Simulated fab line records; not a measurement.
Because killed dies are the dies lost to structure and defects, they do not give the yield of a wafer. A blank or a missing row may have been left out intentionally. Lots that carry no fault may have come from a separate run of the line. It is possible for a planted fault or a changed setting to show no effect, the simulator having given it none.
Which tool was responsible?    flow n5Finfet    Sampling: 8 lots, 24 wafers, 4 of 1938 route steps

WHAT THE GAUGES SHOWED, per wafer
N5_BEOL_M9_OCD_MEAS_38.
lot   measured      on      trenchDepthNm (nm)
L722  day 10 14:02  ocd-01  155.3 148.8 149.0
L721  day 10 14:28  ocd-02  149.4 156.1 148.9
L726  day 11 20:09  ocd-02  151.4 152.7 151.3
L729  day 13 03:59  ocd-02  150.8 154.2 152.8
L732  day 13 12:33  ocd-02  147.0 135.5 150.5
L735  day 13 20:58  ocd-02  152.5 136.8 149.4
L740  day 15 09:30  ocd-01  153.6 153.9 153.2
L741  day 15 14:03  ocd-02  150.8 151.3 151.6

WHAT TOOL EACH LOT RAN ON (gives the tool, then ch and the chambers of the sampled wafers, and finally the start)
lot   N5_BEOL_M9_STRIP_19                N5_BEOL_M9_ETCH_76                 N5_BEOL_M9_TRENCH_ETCH_37
L722  rieDiel-03 ch 1,3, day 10 13:05    rieDiel-03 ch 0,1,3, day 10 13:37  rieDiel-03 ch 0,1,3, day 10 13:52
L721  rieDiel-01 ch 2,3, day 10 13:13    rieDiel-03 ch 1,3, day 10 14:02    rieDiel-03 ch 1,3, day 10 14:17
L726  rieDiel-01 ch 0,2,3, day 11 16:33  rieDiel-03 ch 1,2, day 11 19:43    rieDiel-03 ch 1,2, day 11 19:58
L729  rieDiel-02 ch 0,2,3, day 13 01:02  rieDiel-01 ch 0,2, day 13 03:34    rieDiel-01 ch 0,2, day 13 03:49
L732  rieDiel-02 ch 0,1,3, day 13 10:02  rieDiel-03 ch 0,1,3, day 13 12:08  rieDiel-03 ch 0,1,3, day 13 12:23
L735  rieDiel-03 ch 0,1,3, day 13 19:54  rieDiel-03 ch 0,1,3, day 13 20:33  rieDiel-03 ch 0,1,3, day 13 20:48
L740  rieDiel-03 ch 2,3, day 15 08:05    rieDiel-01 ch 1,3, day 15 09:04    rieDiel-01 ch 1,3, day 15 09:19
L741  rieDiel-02 ch 2,3, day 15 12:36    rieDiel-02 ch 0,2, day 15 13:37    rieDiel-02 ch 0,2, day 15 13:52
- N5_BEOL_M9_STRIP_19: strips in O2.
- N5_BEOL_M9_ETCH_76: etches underlayer in N2/H2, target depth 6.5 nm, time 5.2 s.
- N5_BEOL_M9_TRENCH_ETCH_37: etches SiCOH lowk in C4F6/O2, target depth 151.43 nm, time 49 s.

THE ANSWER, worked out from the rows above alone
Rule: the usual values come from the lots themselves. The widest of any qualifying gaps counts: lots, ordered by their means at a reading, are off when they make up no more than a third of the lots, leave a main group of 4 or more, and stand apart from it by 3 or more times the standard deviation of that group's means. The tables above print the reading to a certain number of digits; a main group whose means all agree to those digits is not used. Also off: a lot with no number at a reading for which 4 or more lots have one. Where the step has rows for the other lots, those lots are counted as sound.
Off: L732, L735, at N5_BEOL_M9_OCD_MEAS_38 (trenchDepthNm). The main group has a mean of 151.9 nm with a standard deviation of 0.88.
If a tool, at a process step before that reading, ran all the lots that are off and no sound lot after the first of them, it fits. Those tools and the gauges at N5_BEOL_M9_OCD_MEAS_38 are tried in the same way. One fits: rieDiel-03 at N5_BEOL_M9_ETCH_76 and N5_BEOL_M9_TRENCH_ETCH_37. At N5_BEOL_M9_ETCH_76 its last sound lot is L726 (day 11 19:43), its first lot that is off L732 (day 13 12:08): a fault that began between those two fits.

WHAT THE SIMULATOR HAD PUT IN
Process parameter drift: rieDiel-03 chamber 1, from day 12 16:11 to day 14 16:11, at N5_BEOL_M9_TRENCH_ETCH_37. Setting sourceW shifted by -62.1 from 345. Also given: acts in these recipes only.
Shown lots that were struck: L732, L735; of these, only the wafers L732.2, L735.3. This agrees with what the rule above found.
